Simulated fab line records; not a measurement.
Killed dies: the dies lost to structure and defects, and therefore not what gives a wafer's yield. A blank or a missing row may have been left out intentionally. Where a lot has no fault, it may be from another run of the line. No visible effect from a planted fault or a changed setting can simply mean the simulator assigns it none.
Which tool was responsible? || flow nand_harc || 11 lots, 32 wafers sampled, at 6 steps of a route of 1302

## WHAT THE GAUGES READ, wafer by wafer
NHARC_A_M0_INSPECT_11. Usual: raw_defect_count 85, standard deviation 34.
{"lot": "L741", "measured": "day 23 22:22", "on": "defect_inspect-01", "raw_defect_count": "53 74 79", "flag": ""}
{"lot": "L744", "measured": "day 25 00:43", "on": "defect_inspect-02", "raw_defect_count": "79 50 78", "flag": ""}
{"lot": "L748", "measured": "day 26 06:55", "on": "defect_inspect-02", "raw_defect_count": "117 135 104", "flag": ""}
{"lot": "L749", "measured": "day 26 12:34", "on": "defect_inspect-02", "raw_defect_count": "82 91", "flag": ""}
{"lot": "L751", "measured": "day 27 06:46", "on": "defect_inspect-02", "raw_defect_count": "17 18 13", "flag": ""}
{"lot": "L756", "measured": "day 29 13:16", "on": "defect_inspect-02", "raw_defect_count": "108 115 134", "flag": ""}
{"lot": "L755", "measured": "day 29 14:36", "on": "defect_inspect-02", "raw_defect_count": "61 69 62", "flag": ""}
{"lot": "L757", "measured": "day 30 01:39", "on": "defect_inspect-01", "raw_defect_count": "153 163 126", "flag": ""}
{"lot": "L758", "measured": "day 30 15:41", "on": "defect_inspect-02", "raw_defect_count": "83 100 69", "flag": ""}
{"lot": "L761", "measured": "day 31 22:05", "on": "defect_inspect-01", "raw_defect_count": "100 82 74", "flag": ""}
{"lot": "L762", "measured": "day 32 19:54", "on": "defect_inspect-02", "raw_defect_count": "117 122 114", "flag": ""}

NHARC_END_SORT_01. Usual: defect_limited_yield 91.4 %, standard deviation 2.4; killed_at_array 54, standard deviation 17; killed_at_other 0.7, standard deviation 1; killed_at_periphery 3.7, standard deviation 2.9; killed_dies 58, standard deviation 16; killed_open 3.2, standard deviation 1.9; killed_short 2.2, standard deviation 1.5; sort_bin_2_pct 3.1 %, standard deviation 1.1; sort_bin_3_pct 0.6 %, standard deviation 0.33; sort_bin_4_pct 4.9 %, standard deviation 1.4; sort_n_pass 619, standard deviation 16; sort_rim_yield_pct 94 %, standard deviation 3.8; sort_yield_pct 91.4 %, standard deviation 2.4.
{"lot": "L758", "measured": "day 32 06:31", "on": "prober-02", "defect_limited_yield (%)": "91.9 91.1 95.3", "killed_at_array": "48 55 25", "killed_at_other": "0 0 0", "killed_at_periphery": "7 5 7", "killed_dies": "55 60 32", "killed_open": "1 7 3", "killed_short": "5 2 0", "sort_bin_2_pct (%)": "2.8 3.5 2.4", "sort_bin_3_pct (%)": "0.7 0.1 0.1", "sort_bin_4_pct (%)": "4.6 5.2 2.2", "sort_n_pass": "622 617 645", "sort_rim_yield_pct (%)": "88 92 92", "sort_yield_pct (%)": "91.9 91.1 95.3", "flag": ""}

## EACH LOT AND THE TOOL THAT RAN IT (in order: tool; ch and the chambers of the sampled wafers; start)
{"lot": "L741", "NHARC_A_M0_DESCUM_14": "rie_diel-11 ch 1,2,3, day 23 22:26", "NHARC_A_M0_STRIP_18": "rie_diel-11 ch 1,2, day 23 22:51", "NHARC_A_M0_ECD_22": "ecd_cu-02 ch 0,1, day 23 23:52", "NHARC_A_M0_CMP_23": "cmp-02 ch 0,1,3, day 24 00:35"}
{"lot": "L744", "NHARC_A_M0_DESCUM_14": "rie_diel-11 ch 0,1, day 25 00:47", "NHARC_A_M0_STRIP_18": "rie_diel-01 ch 0,1,3, day 25 01:13", "NHARC_A_M0_ECD_22": "ecd_cu-02 ch 0,1, day 25 02:09", "NHARC_A_M0_CMP_23": "cmp-03 ch 0,1, day 25 02:49"}
{"lot": "L748", "NHARC_A_M0_DESCUM_14": "rie_diel-01 ch 0,1,3, day 26 06:58", "NHARC_A_M0_STRIP_18": "rie_diel-02 ch 1,2,3, day 26 07:20", "NHARC_A_M0_ECD_22": "ecd_cu-02 ch 0,1, day 26 08:29", "NHARC_A_M0_CMP_23": "cmp-03 ch 0,1,2, day 26 09:13"}
{"lot": "L749", "NHARC_A_M0_DESCUM_14": "rie_diel-01 ch 0, day 26 12:38", "NHARC_A_M0_STRIP_18": "rie_diel-01 ch 1,3, day 26 13:05", "NHARC_A_M0_ECD_22": "ecd_cu-02 ch 1, day 26 14:04", "NHARC_A_M0_CMP_23": "cmp-02 ch 1,2, day 26 14:41"}
{"lot": "L751", "NHARC_A_M0_DESCUM_14": "rie_diel-01 ch 2,3, day 27 06:49", "NHARC_A_M0_STRIP_18": "rie_diel-01 ch 0,1,3, day 27 07:16", "NHARC_A_M0_ECD_22": "ecd_cu-02 ch 0,1, day 27 08:10", "NHARC_A_M0_CMP_23": "cmp-04 ch 2,3, day 27 08:51"}
{"lot": "L756", "NHARC_A_M0_DESCUM_14": "rie_diel-01 ch 0,1,3, day 29 13:20", "NHARC_A_M0_STRIP_18": "rie_diel-01 ch 0,3, day 29 13:41", "NHARC_A_M0_ECD_22": "ecd_cu-02 ch 0,1, day 29 14:48", "NHARC_A_M0_CMP_23": "cmp-02 ch 0,1,2, day 29 15:34"}
{"lot": "L755", "NHARC_A_M0_DESCUM_14": "rie_diel-11 ch 0,2,3, day 29 14:40", "NHARC_A_M0_STRIP_18": "rie_diel-01 ch 0,2, day 29 15:02", "NHARC_A_M0_ECD_22": "ecd_cu-02 ch 0,1, day 29 16:02", "NHARC_A_M0_CMP_23": "cmp-04 ch 0,1,2, day 29 16:44"}
{"lot": "L757", "NHARC_A_M0_DESCUM_14": "rie_diel-11 ch 1,2,3, day 30 01:43", "NHARC_A_M0_STRIP_18": "rie_diel-01 ch 2,3, day 30 02:07", "NHARC_A_M0_ECD_22": "ecd_cu-02 ch 0,1, day 30 03:05", "NHARC_A_M0_CMP_23": "cmp-03 ch 0,1,3, day 30 03:48"}
{"lot": "L758", "NHARC_A_M0_DESCUM_14": "rie_diel-01 ch 1,3, day 30 15:44", "NHARC_A_M0_STRIP_18": "rie_diel-11 ch 1,2,3, day 30 16:07", "NHARC_A_M0_ECD_22": "ecd_cu-01 ch 0,1, day 30 17:01", "NHARC_A_M0_CMP_23": "cmp-02 ch 1,2, day 30 17:44"}
{"lot": "L761", "NHARC_A_M0_DESCUM_14": "rie_diel-11 ch 0,1,3, day 31 22:09", "NHARC_A_M0_STRIP_18": "rie_diel-02 ch 0,2,3, day 31 22:31", "NHARC_A_M0_ECD_22": "ecd_cu-01 ch 0,1, day 31 23:26", "NHARC_A_M0_CMP_23": "cmp-02 ch 0,2,3, day 32 00:12"}
{"lot": "L762", "NHARC_A_M0_DESCUM_14": "rie_diel-11 ch 0,2,3, day 32 19:58", "NHARC_A_M0_STRIP_18": "rie_diel-01 ch 0,1,2, day 32 20:21", "NHARC_A_M0_ECD_22": "ecd_cu-02 ch 0,1, day 32 21:14", "NHARC_A_M0_CMP_23": "cmp-02 ch 0,2, day 32 21:58"}
- NHARC_A_M0_DESCUM_14: chemistry O2, time 3 s.
- NHARC_A_M0_STRIP_18: strips in N2/H2.
- NHARC_A_M0_ECD_22: material Cu, target thk 400 nm.
- NHARC_A_M0_CMP_23: polishes, t overpolish 20 s, target thk 113.75 nm.

## AS READ BY THE TOOLS THEMSELVES (means over the sampled wafers that have a number; for cases with no such wafer, the mark the record gives instead)
NHARC_A_M0_DESCUM_14. Usual: drypump_motor_current_A 5.8 A, standard deviation 0.39; oes_product_au 1.000 a.u., standard deviation 0.014; rf_vpp_V 57.9 V, standard deviation 0.97; showerhead_plenum_p_Torr 1.93 Torr, standard deviation 0.086; throttle_valve_pct 11.311 %, standard deviation 0.0093.
{"lot": "L741", "tool": "rie_diel-11", "drypump_motor_current_A (A)": 6.0, "oes_product_au (a.u.)": 0.999, "rf_vpp_V (V)": 57.2, "showerhead_plenum_p_Torr (Torr)": 1.94, "throttle_valve_pct (%)": 11.319, "flag": ""}
{"lot": "L744", "tool": "rie_diel-11", "drypump_motor_current_A (A)": 5.3, "oes_product_au (a.u.)": 0.988, "rf_vpp_V (V)": 57.8, "showerhead_plenum_p_Torr (Torr)": 1.88, "throttle_valve_pct (%)": 11.305, "flag": ""}
{"lot": "L748", "tool": "rie_diel-01", "drypump_motor_current_A (A)": 6.0, "oes_product_au (a.u.)": 1.003, "rf_vpp_V (V)": 58.7, "showerhead_plenum_p_Torr (Torr)": 1.98, "throttle_valve_pct (%)": 11.310, "flag": ""}
{"lot": "L749", "tool": "rie_diel-01", "drypump_motor_current_A (A)": 5.8, "oes_product_au (a.u.)": 0.992, "rf_vpp_V (V)": 58.2, "showerhead_plenum_p_Torr (Torr)": 2.03, "throttle_valve_pct (%)": 11.320, "flag": ""}
{"lot": "L751", "tool": "rie_diel-01", "drypump_motor_current_A (A)": 5.6, "oes_product_au (a.u.)": 0.993, "rf_vpp_V (V)": 57.7, "showerhead_plenum_p_Torr (Torr)": 1.93, "throttle_valve_pct (%)": 11.312, "flag": ""}
{"lot": "L756", "tool": "rie_diel-01", "drypump_motor_current_A (A)": 6.0, "oes_product_au (a.u.)": 1.003, "rf_vpp_V (V)": 58.4, "showerhead_plenum_p_Torr (Torr)": 1.98, "throttle_valve_pct (%)": 11.311, "flag": ""}
{"lot": "L755", "tool": "rie_diel-11", "drypump_motor_current_A (A)": 5.9, "oes_product_au (a.u.)": 1.002, "rf_vpp_V (V)": 57.8, "showerhead_plenum_p_Torr (Torr)": 1.99, "throttle_valve_pct (%)": 11.321, "flag": ""}
{"lot": "L757", "tool": "rie_diel-11", "drypump_motor_current_A (A)": 6.0, "oes_product_au (a.u.)": 1.011, "rf_vpp_V (V)": 58.1, "showerhead_plenum_p_Torr (Torr)": 1.94, "throttle_valve_pct (%)": 11.309, "flag": ""}
{"lot": "L758", "tool": "rie_diel-01", "drypump_motor_current_A (A)": 5.9, "oes_product_au (a.u.)": 1.007, "rf_vpp_V (V)": 58.6, "showerhead_plenum_p_Torr (Torr)": 1.96, "throttle_valve_pct (%)": 11.304, "flag": ""}
{"lot": "L761", "tool": "rie_diel-11", "drypump_motor_current_A (A)": 5.6, "oes_product_au (a.u.)": 1.005, "rf_vpp_V (V)": 57.1, "showerhead_plenum_p_Torr (Torr)": 1.96, "throttle_valve_pct (%)": 11.307, "flag": ""}
{"lot": "L762", "tool": "rie_diel-11", "drypump_motor_current_A (A)": 5.9, "oes_product_au (a.u.)": 1.006, "rf_vpp_V (V)": 56.7, "showerhead_plenum_p_Torr (Torr)": 1.99, "throttle_valve_pct (%)": 11.309, "flag": ""}

NHARC_A_M0_STRIP_18. Usual: drypump_motor_current_A 5.8 A, standard deviation 0.37; oes_product_au 0.999 a.u., standard deviation 0.015; rf_fwd_power_W 996.9 W, standard deviation 3; rf_vpp_V 90.8 V, standard deviation 1; showerhead_plenum_p_Torr 2.06 Torr, standard deviation 0.094; throttle_valve_pct 14.172 %, standard deviation 0.009.
{"lot": "L741", "tool": "rie_diel-11", "drypump_motor_current_A (A)": 6.0, "oes_product_au (a.u.)": 0.994, "rf_fwd_power_W (W)": 995.8, "rf_vpp_V (V)": 90.5, "showerhead_plenum_p_Torr (Torr)": 2.03, "throttle_valve_pct (%)": 14.169, "flag": ""}
{"lot": "L744", "tool": "rie_diel-01", "drypump_motor_current_A (A)": 6.0, "oes_product_au (a.u.)": 0.996, "rf_fwd_power_W (W)": 995.9, "rf_vpp_V (V)": 90.4, "showerhead_plenum_p_Torr (Torr)": 2.12, "throttle_valve_pct (%)": 14.173, "flag": ""}
{"lot": "L748", "tool": "rie_diel-02", "drypump_motor_current_A (A)": 5.6, "oes_product_au (a.u.)": 1.007, "rf_fwd_power_W (W)": 998.0, "rf_vpp_V (V)": 90.1, "showerhead_plenum_p_Torr (Torr)": 1.98, "throttle_valve_pct (%)": 14.172, "flag": ""}
{"lot": "L749", "tool": "rie_diel-01", "drypump_motor_current_A (A)": 6.0, "oes_product_au (a.u.)": 1.007, "rf_fwd_power_W (W)": 994.5, "rf_vpp_V (V)": 91.0, "showerhead_plenum_p_Torr (Torr)": 2.09, "throttle_valve_pct (%)": 14.181, "flag": ""}
{"lot": "L751", "tool": "rie_diel-01", "drypump_motor_current_A (A)": 6.0, "oes_product_au (a.u.)": 1.008, "rf_fwd_power_W (W)": 995.1, "rf_vpp_V (V)": 91.3, "showerhead_plenum_p_Torr (Torr)": 2.12, "throttle_valve_pct (%)": 14.174, "flag": ""}
{"lot": "L756", "tool": "rie_diel-01", "drypump_motor_current_A (A)": 5.8, "oes_product_au (a.u.)": 1.001, "rf_fwd_power_W (W)": 998.8, "rf_vpp_V (V)": 91.3, "showerhead_plenum_p_Torr (Torr)": 2.14, "throttle_valve_pct (%)": 14.164, "flag": ""}
{"lot": "L755", "tool": "rie_diel-01", "drypump_motor_current_A (A)": 5.7, "oes_product_au (a.u.)": 0.990, "rf_fwd_power_W (W)": 992.0, "rf_vpp_V (V)": 91.4, "showerhead_plenum_p_Torr (Torr)": 2.13, "throttle_valve_pct (%)": 14.169, "flag": ""}
{"lot": "L757", "tool": "rie_diel-01", "drypump_motor_current_A (A)": 5.7, "oes_product_au (a.u.)": 0.995, "rf_fwd_power_W (W)": 997.6, "rf_vpp_V (V)": 90.3, "showerhead_plenum_p_Torr (Torr)": 2.08, "throttle_valve_pct (%)": 14.173, "flag": ""}
{"lot": "L758", "tool": "rie_diel-11", "drypump_motor_current_A (A)": 6.0, "oes_product_au (a.u.)": 1.010, "rf_fwd_power_W (W)": 995.0, "rf_vpp_V (V)": 91.1, "showerhead_plenum_p_Torr (Torr)": 2.07, "throttle_valve_pct (%)": 14.166, "flag": ""}
{"lot": "L761", "tool": "rie_diel-02", "drypump_motor_current_A (A)": 5.7, "oes_product_au (a.u.)": 0.996, "rf_fwd_power_W (W)": 994.0, "rf_vpp_V (V)": 90.6, "showerhead_plenum_p_Torr (Torr)": 1.98, "throttle_valve_pct (%)": 14.171, "flag": ""}
{"lot": "L762", "tool": "rie_diel-01", "drypump_motor_current_A (A)": 5.9, "oes_product_au (a.u.)": 1.007, "rf_fwd_power_W (W)": 995.4, "rf_vpp_V (V)": 90.9, "showerhead_plenum_p_Torr (Torr)": 2.10, "throttle_valve_pct (%)": 14.161, "flag": ""}

NHARC_A_M0_ECD_22. Usual: bath_heat_duty_pct 6.3 %, standard deviation 0.7.
{"lot": "L741", "tool": "ecd_cu-02", "bath_heat_duty_pct (%)": 6.7, "flag": ""}
{"lot": "L744", "tool": "ecd_cu-02", "bath_heat_duty_pct (%)": 6.7, "flag": ""}
{"lot": "L748", "tool": "ecd_cu-02", "bath_heat_duty_pct (%)": 6.8, "flag": ""}
{"lot": "L749", "tool": "ecd_cu-02", "bath_heat_duty_pct (%)": 6.8, "flag": ""}
{"lot": "L751", "tool": "ecd_cu-02", "bath_heat_duty_pct (%)": 6.0, "flag": ""}
{"lot": "L756", "tool": "ecd_cu-02", "bath_heat_duty_pct (%)": 6.7, "flag": ""}
{"lot": "L755", "tool": "ecd_cu-02", "bath_heat_duty_pct (%)": 6.6, "flag": ""}
{"lot": "L757", "tool": "ecd_cu-02", "bath_heat_duty_pct (%)": 6.5, "flag": ""}
{"lot": "L758", "tool": "ecd_cu-01", "bath_heat_duty_pct (%)": 5.6, "flag": ""}
{"lot": "L761", "tool": "ecd_cu-01", "bath_heat_duty_pct (%)": 6.1, "flag": ""}
{"lot": "L762", "tool": "ecd_cu-02", "bath_heat_duty_pct (%)": 6.7, "flag": ""}

NHARC_A_M0_CMP_23. Usual: motor_current_A 12.2 A, standard deviation 1.1; time_to_endpoint_s 29 s, standard deviation 3.3.
{"lot": "L741", "tool": "cmp-02", "motor_current_A (A)": 11.9, "time_to_endpoint_s (s)": 30, "flag": ""}
{"lot": "L744", "tool": "cmp-03", "motor_current_A (A)": 11.1, "time_to_endpoint_s (s)": 34, "flag": ""}
{"lot": "L748", "tool": "cmp-03", "motor_current_A (A)": 12.3, "time_to_endpoint_s (s)": 34, "flag": ""}
{"lot": "L749", "tool": "cmp-02", "motor_current_A (A)": 12.3, "time_to_endpoint_s (s)": 41, "flag": "OFF"}
{"lot": "L751", "tool": "cmp-04", "motor_current_A (A)": 11.5, "time_to_endpoint_s (s)": 39, "flag": "OFF"}
{"lot": "L756", "tool": "cmp-02", "motor_current_A (A)": 12.5, "time_to_endpoint_s (s)": 30, "flag": ""}
{"lot": "L755", "tool": "cmp-04", "motor_current_A (A)": 12.7, "time_to_endpoint_s (s)": 28, "flag": ""}
{"lot": "L757", "tool": "cmp-03", "motor_current_A (A)": 12.0, "time_to_endpoint_s (s)": 31, "flag": ""}
{"lot": "L758", "tool": "cmp-02", "motor_current_A (A)": 12.3, "time_to_endpoint_s (s)": 27, "flag": ""}
{"lot": "L761", "tool": "cmp-02", "motor_current_A (A)": 12.2, "time_to_endpoint_s (s)": 25, "flag": ""}
{"lot": "L762", "tool": "cmp-02", "motor_current_A (A)": 13.4, "time_to_endpoint_s (s)": 27, "flag": ""}

## THE ANSWER, worked out from the rows above alone
Rule: a lot is off if the mean of its wafers that have a number lies more than 3 standard deviations from the usual mean. A lot without any number at a reading at which 4 lots or more have one is off too. The other lots that the step has rows for count as sound. First the gauges in route order, then the tools' own readings, where a lot's mean is used as printed above. The first step at which some lot is off is used, and at that step the reading that is off furthest; a lot without a number counts as furthest.
Off: L749, L751 (NHARC_A_M0_CMP_23, time_to_endpoint_s).
A tool fits if, at that step or a process step before it, it ran every lot that is off, and no sound lot after the first of them. None of those tried fits.

## WHAT HAD BEEN PUT IN BY THE SIMULATOR
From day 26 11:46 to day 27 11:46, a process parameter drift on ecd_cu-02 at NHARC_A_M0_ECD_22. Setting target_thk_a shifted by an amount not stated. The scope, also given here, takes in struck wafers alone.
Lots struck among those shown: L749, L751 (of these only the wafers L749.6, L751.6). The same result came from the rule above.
